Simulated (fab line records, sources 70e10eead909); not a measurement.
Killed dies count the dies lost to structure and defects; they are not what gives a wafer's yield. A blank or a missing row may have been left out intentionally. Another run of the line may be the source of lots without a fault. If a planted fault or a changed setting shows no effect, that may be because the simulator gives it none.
fab line records	flow nandHarc
record lots=12	wafers=36	lastDay=25
route steps=1159 shown A_STAIRCASE@585
lots with no fault: from the same line, run without faults
startH: hours from the record's first day to the start of the lot's first wafer shown	waitH: hours since the lot's step before	" unchanged from the row above	L1.1+2: one row covering several wafers at once	- no value, or no start given	* or withheld: withheld	< > ~ a bound
route shown NAME@n: a module of which the file shows steps, and the number in the route of the first	usual: average and standard deviation across the fault-free wafers	same: alike in all rows	chamber/n: place in a boat	sites: each site's reading	_std_site: how widely they spread, as a standard deviation	_edge_site: outer sites' mean less inner sites'	radiusMm: how far each site lies from the wafer's centre	mask NAME#n: copy n	behind: the tool/chamber that last shaped the wafer	hold: why the lot went on hold/how many hours it stayed there/how the hold came to an end	device: which transistor (n, p or np) failed to switch	end of line: the route-end tests of the same wafers	step lacking rows: just its recipe	killed: dies lost to structure and defects at the first sort, not the wafer's yield	map: dies across one wafer; x = killed, . = not, _ = none there
set.NAME: the setting that was run; set.NAME@STEP: the one run at that earlier step	model.NAME: the simulator's own value behind a step, which no gauge read
steps of the route over a sample of lots; a table a step, a row a wafer
services: when a tool's chamber went out of use (startH, in hours from the record's first day, below 0 if earlier), for how many hours, and the reason
## steps
# step NHARC_A_STAIRCASE_TRIM_191
# recipe timeS=211.2	o2FlowSccm=500	arFlowSccm=0	biasW=0	chemistry=O2
# usual drypumpMotorCurrentA=5.78/0.26	oesProductAu=1.006/0.012	rfVppV=57.7/0.87	showerheadPlenumPTorr=3.49/0.15	throttleValvePct=17.036/0.0088
lot.wafer	tool	chamber	startH	waitH	drypumpMotorCurrentA	oesProductAu	rfHoursCounterH	rfVppV	showerheadPlenumPTorr	throttleValvePct
L142.4	rieDiel-07	0	-	-	5.56	1.001	3	58.6	3.65	17.041
L142.1	"	1	"	"	5.68	1.030	3	57.8	3.61	17.029
L142.6	"	2	"	"	5.93	1.027	-	56.9	3.54	17.027
L141.1	rieDiel-02	2	-	-	5.75	1.005	31	57.5	3.57	17.025
L141.2	"	3	"	"	5.29	1.017	23	56.7	3.48	17.045
L141.5	"	3	"	"	5.30	1.013	-	58.3	3.48	17.046
L144.4	rieDiel-07	0	-	-	5.53	0.998	7	58.5	3.65	17.040
L144.6	"	1	"	"	5.70	1.025	-	59.3	3.61	17.050
L144.5	"	2	"	"	5.94	1.019	-	56.9	3.54	17.032
L152.4	rieDiel-01	1	-	-	5.40	1.001	51	57.8	3.33	17.048
L152.1	"	2	"	"	5.72	1.006	59	57.1	3.27	17.025
L152.5	"	2	"	"	5.72	1.007	-	56.8	3.27	17.017
L153.3	rieDiel-01	2	-	-	5.74	1.006	64	57.5	3.27	17.037
L153.1	"	1	"	"	5.36	1.019	56	58.2	3.33	17.034
L153.5	"	3	"	"	5.97	0.985	-	56.1	3.34	17.038
L154.1	rieDiel-07	1	-	-	5.65	1.025	28	58.2	3.60	17.043
L154.6	"	2	"	"	5.98	1.017	-	58.7	3.52	17.046
L154.5	"	3	"	"	6.18	1.015	-	58.1	3.69	17.029
L158.4	rieDiel-07	2	-	-	5.96	1.015	39	57.7	3.52	17.043
L158.6	"	3	"	"	6.20	1.002	-	59.5	3.68	17.044
L158.5	"	0	"	"	5.50	1.006	-	56.8	3.63	17.053
L159.1	rieDiel-01	0	-	-	5.67	1.003	7	57.8	3.54	17.045
L159.2	"	1	"	"	5.40	0.993	9	56.5	3.32	17.042
L159.3	"	2	"	"	5.70	1.016	9	59.0	3.80	17.024
L160.3	rieDiel-01	2	-	-	5.73	1.029	10	57.9	3.80	17.017
L160.2	"	0	"	"	5.68	0.995	9	57.2	3.54	17.037
L160.6	"	3	"	"	5.94	1.000	-	57.5	3.33	17.033
L161.4	rieDiel-07	2	-	-	5.94	1.010	45	58.3	3.51	17.038
L161.2	"	1	"	"	5.65	1.019	46	57.4	3.59	17.027
L161.5	"	2	"	"	5.95	1.009	-	57.5	3.51	17.052
L164.3	rieDiel-01	3	-	-	5.94	0.999	18	56.6	3.33	17.041
L164.4	"	1	"	"	5.37	0.995	17	57.4	3.32	17.027
L164.6	"	2	"	"	5.72	1.015	-	59.6	3.80	17.036
L163.2	rieDiel-07	1	-	-	5.69	1.023	51	58.5	3.59	17.022
L163.3	"	3	"	"	6.21	1.015	51	58.9	3.68	17.026
L163.1	"	0	"	"	5.53	1.014	48	59.6	3.63	17.047
# step NHARC_A_STAIRCASE_TRIM_193
# recipe timeS=211.2	o2FlowSccm=500	arFlowSccm=0	biasW=0	chemistry=O2
# usual drypumpMotorCurrentA=5.76/0.26	oesProductAu=1.007/0.013	rfVppV=57.6/0.92	showerheadPlenumPTorr=3.49/0.14	throttleValvePct=17.035/0.0093
lot.wafer	tool	chamber	startH	waitH	drypumpMotorCurrentA	oesProductAu	rfHoursCounterH	rfVppV	showerheadPlenumPTorr	throttleValvePct
L142.1	rieDiel-07	2	-	-	5.94	1.014	3	57.2	3.54	17.024
L142.4	"	3	"	"	6.18	0.997	3	59.3	3.70	17.051
L142.6	"	2	"	"	5.93	1.002	-	58.1	3.54	17.061
L141.2	rieDiel-02	1	-	-	6.19	1.014	31	57.3	3.51	17.033
L141.1	"	2	"	"	5.77	1.003	31	56.8	3.57	17.032
L141.5	"	3	"	"	5.28	1.000	-	56.5	3.48	17.049
L144.4	rieDiel-07	2	-	-	5.96	1.011	6	56.9	3.54	17.031
L144.6	"	0	"	"	5.54	0.992	-	57.1	3.65	17.038
L144.5	"	1	"	"	5.67	1.025	-	57.6	3.61	17.034
L152.4	rieDiel-01	2	-	-	5.70	1.011	59	57.4	3.27	17.036
L152.1	"	3	"	"	5.96	0.991	51	56.7	3.34	17.050
L152.5	"	2	"	"	5.75	1.006	-	57.8	3.27	17.028
L153.1	rieDiel-01	1	-	-	5.39	1.008	56	57.3	3.33	17.033
L153.3	"	2	"	"	5.69	1.009	64	57.7	3.27	17.052
L153.5	"	1	"	"	5.36	1.009	-	58.2	3.33	17.039
L154.1	rieDiel-07	0	-	-	5.54	1.007	31	56.9	3.64	17.044
L154.5	"	2	"	"	5.90	1.006	-	58.0	3.52	17.044
L154.6	"	3	"	"	6.19	1.013	-	57.8	3.69	17.040
L158.4	rieDiel-07	2	-	-	5.94	1.002	40	57.5	3.52	17.032
L158.6	"	2	"	"	5.95	1.003	-	57.9	3.52	17.025
L158.5	"	3	"	"	6.20	0.987	-	58.0	3.68	17.046
L159.1	rieDiel-01	1	-	-	5.39	1.002	9	57.9	3.32	17.043
L159.2	"	2	"	"	5.74	1.024	9	58.7	3.80	17.050
L159.3	"	3	"	"	5.96	1.001	8	58.6	3.33	17.041
L160.3	rieDiel-01	3	-	-	5.95	0.993	9	58.3	3.33	17.021
L160.2	"	1	"	"	5.35	0.999	10	56.5	3.32	17.034
L160.6	"	3	"	"	5.95	0.999	-	56.0	3.33	17.032
L161.4	rieDiel-07	3	-	-	6.18	1.014	46	58.8	3.68	17.033
L161.2	"	1	"	"	5.63	1.033	46	57.2	3.59	17.021
L161.5	"	3	"	"	6.18	1.009	-	58.7	3.68	17.044
L164.4	rieDiel-01	0	-	-	5.68	0.994	19	57.4	3.53	17.044
L164.3	"	2	"	"	5.76	1.008	17	59.6	3.80	17.052
L164.6	"	3	"	"	5.95	1.007	-	57.1	3.33	17.044
L163.3	rieDiel-07	2	-	-	5.92	1.010	50	59.2	3.51	17.026
L163.2	"	3	"	"	6.17	1.029	51	57.2	3.68	17.013
L163.1	"	0	"	"	5.54	1.015	48	57.2	3.63	17.048
# step NHARC_A_STAIRCASE_ETCH_197
# recipe targetDepthA=1000	timeS=40.5	ionEnergyEv=400	c4f8FlowSccm=20	o2FlowSccm=10	arFlowSccm=withheld	rfW=600	biasW=1000	chemistry=C4F8/O2
# usual oesProductAu=0.949/0.02	rfFwdPowerW=593/3.2	rfVppV=895/4.6
lot.wafer	tool	chamber	startH	waitH	oesProductAu	rfFwdPowerW	rfHoursCounterH	rfVppV
L142.4	rieDiel-02	2	-	-	0.941	594	31	897
L142.1	"	1	"	"	0.946	594	31	895
L142.6	"	2	"	"	0.931	590	-	898
L141.1	rieDiel-07	0	-	-	0.971	598	4	901
L141.2	"	3	"	"	0.977	593	4	902
L141.5	"	1	"	"	1.009	586	-	900
L144.4	rieDiel-01	2	-	-	0.990	594	41	888
L144.6	"	3	"	"	0.956	595	-	889
L144.5	"	0	"	"	0.982	594	-	898
L152.1	rieDiel-02	3	-	-	0.916	595	41	894
L152.4	"	0	"	"	0.921	590	49	891
L152.5	"	0	"	"	0.924	593	-	891
L153.1	rieDiel-02	3	-	-	0.962	597	47	894
L153.3	"	0	"	"	0.982	591	53	892
L153.5	"	2	"	"	0.965	600	-	897
L154.1	rieDiel-02	2	-	-	0.936	595	57	897
L154.5	"	0	"	"	0.924	591	-	891
L154.6	"	1	"	"	0.932	594	-	894
L158.4	rieDiel-07	3	-	-	0.932	591	41	902
L158.6	"	3	"	"	0.936	591	-	901
L158.5	"	0	"	"	0.956	598	-	900
L159.3	rieDiel-01	2	-	-	0.953	592	9	907
L159.1	"	0	"	"	0.936	587	8	896
L159.2	"	1	"	"	0.944	592	9	888
L160.3	rieDiel-01	3	-	-	0.927	593	9	886
L160.2	"	0	"	"	0.953	592	9	895
L160.6	"	3	"	"	0.936	592	-	889
L161.4	rieDiel-07	1	-	-	0.970	589	47	899
L161.2	"	0	"	"	0.963	595	44	899
L161.5	"	2	"	"	0.959	593	-	895
L164.3	rieDiel-01	3	-	-	0.945	591	19	888
L164.4	"	1	"	"	0.935	595	18	887
L164.6	"	3	"	"	0.952	590	-	889
L163.3	rieDiel-07	0	-	-	0.953	597	48	901
L163.2	"	2	"	"	0.951	595	51	895
L163.1	"	3	"	"	0.968	590	51	901
# step NHARC_A_STAIRCASE_ETCH_199
# recipe targetDepthA=1000	timeS=40.5	ionEnergyEv=400	c4f8FlowSccm=20	o2FlowSccm=10	arFlowSccm=withheld	rfW=600	biasW=1000	chemistry=C4F8/O2
# usual oesProductAu=0.945/0.015	rfFwdPowerW=593/3.1	rfVppV=895/4.6
lot.wafer	tool	chamber	startH	waitH	oesProductAu	rfFwdPowerW	rfHoursCounterH	rfVppV
L142.1	rieDiel-02	1	249.39	-	0.946	593	31	896
L142.4	"	2	"	"	0.958	595	31	898
L142.6	"	2	"	"	0.946	594	-	898
L141.2	rieDiel-07	2	251.47	-	0.957	595	5	897
L141.1	"	0	"	"	0.934	594	6	900
L141.5	"	1	"	"	0.964	588	-	899
L144.4	rieDiel-01	0	255.30	-	0.951	591	39	897
L144.6	"	0	"	"	0.953	593	-	897
L144.5	"	1	"	"	0.944	593	-	890
L152.1	rieDiel-02	2	299.23	-	0.841	501	49	898
L152.4	"	0	"	"	0.853	494	50	891
L152.5	"	2	"	"	0.842	502	-	897
L153.1	rieDiel-02	3	312.90	-	0.858	499	47	893
L153.3	"	0	"	"	0.877	492	54	890
L153.5	"	2	"	"	0.864	494	-	898
L154.1	rieDiel-02	3	317.78	-	0.836	498	48	893
L154.5	"	0	"	"	0.836	493	-	891
L154.6	"	1	"	"	0.834	498	-	895
L158.4	rieDiel-07	1	344.59	-	0.964	585	41	898
L158.5	"	2	"	"	0.950	599	-	896
L158.6	"	3	"	"	0.943	588	-	902
L159.1	rieDiel-01	0	348.36	-	0.919	591	8	897
L159.2	"	1	"	"	0.928	595	9	888
L159.3	"	3	"	"	0.926	594	8	890
L160.3	rieDiel-01	2	350.30	-	0.956	597	10	905
L160.2	"	1	"	"	0.939	593	10	887
L160.6	"	2	"	"	0.962	595	-	906
L161.4	rieDiel-07	1	359.77	-	0.981	585	47	898
L161.2	"	3	"	"	0.947	594	47	901
L161.5	"	1	"	"	0.983	589	-	899
L164.4	rieDiel-01	0	368.23	-	0.957	591	19	896
L164.3	"	3	"	"	0.964	590	19	889
L164.6	"	1	"	"	0.948	595	-	887
L163.1	rieDiel-07	3	373.87	-	0.959	590	51	902
L163.3	"	0	"	"	0.964	594	48	900
L163.2	"	2	"	"	0.951	596	51	895
## services
tool	chamber	startH	hours	kind
rieDiel-07	-	228.20	9.0	pm
rieDiel-07	0	228.20	9.0	ventCycle
rieDiel-07	1	228.20	9.0	ventCycle
rieDiel-07	2	228.20	9.0	ventCycle
rieDiel-07	3	228.20	9.0	ventCycle
rieDiel-07	0	237.20	-	clean
rieDiel-07	1	237.20	-	clean
rieDiel-07	1	237.20	-	consumableReplace:focusRing
rieDiel-07	2	237.20	-	clean
rieDiel-07	3	237.20	-	clean
rieDiel-07	0	262.07	-	clean
rieDiel-07	1	262.07	-	clean
rieDiel-07	2	262.07	-	clean
rieDiel-07	3	262.07	-	clean
rieDiel-07	0	286.57	-	clean
rieDiel-07	1	286.57	-	clean
rieDiel-07	2	286.57	-	clean
rieDiel-07	3	286.57	-	clean
rieDiel-01	3	288.44	4.6	repair
rieDiel-02	-	297.41	0.8	repair
rieDiel-07	0	311.36	-	clean
rieDiel-01	-	314.86	9.0	pm
rieDiel-02	-	327.99	9.0	pm
rieDiel-07	0	347.99	10.7	repair
## key
firstSign step=NHARC_A_STAIRCASE_ETCH_199	reading=rfFwdPowerW	direction=down	sigmas=31	usual=*	struck=*
effect step=NHARC_A_STAIRCASE_ETCH_199	reading=oesProductAu	direction=down	sigmas=6.3	usual=0.945	struck=0.849
metAt NHARC_A_STAIRCASE_ETCH_199
struckLots L152,L153,L154
testerLeftOut L152,L153,L154
notActingAt NHARC_A_STAIRCASE_TRIM_191,NHARC_A_STAIRCASE_TRIM_193,NHARC_A_STAIRCASE_ETCH_197
onsetBetween 249.39 299.23
fault kind=processParameterDrift	tool=rieDiel-02	chamber=-	onsetH=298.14	steps=NHARC_A_STAIRCASE_ETCH_199	channel=rfW	offset=*	shape=step	endH=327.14	actsIn=*	stated=*
# testerLeftOut: of these lots the tester's yield and bins aren't shown, on N5 and GAA mostly nor the transistor test; their killed dies are dies lost to structure and defects alone, not to doping, threshold or leakage, so they don't give the yield
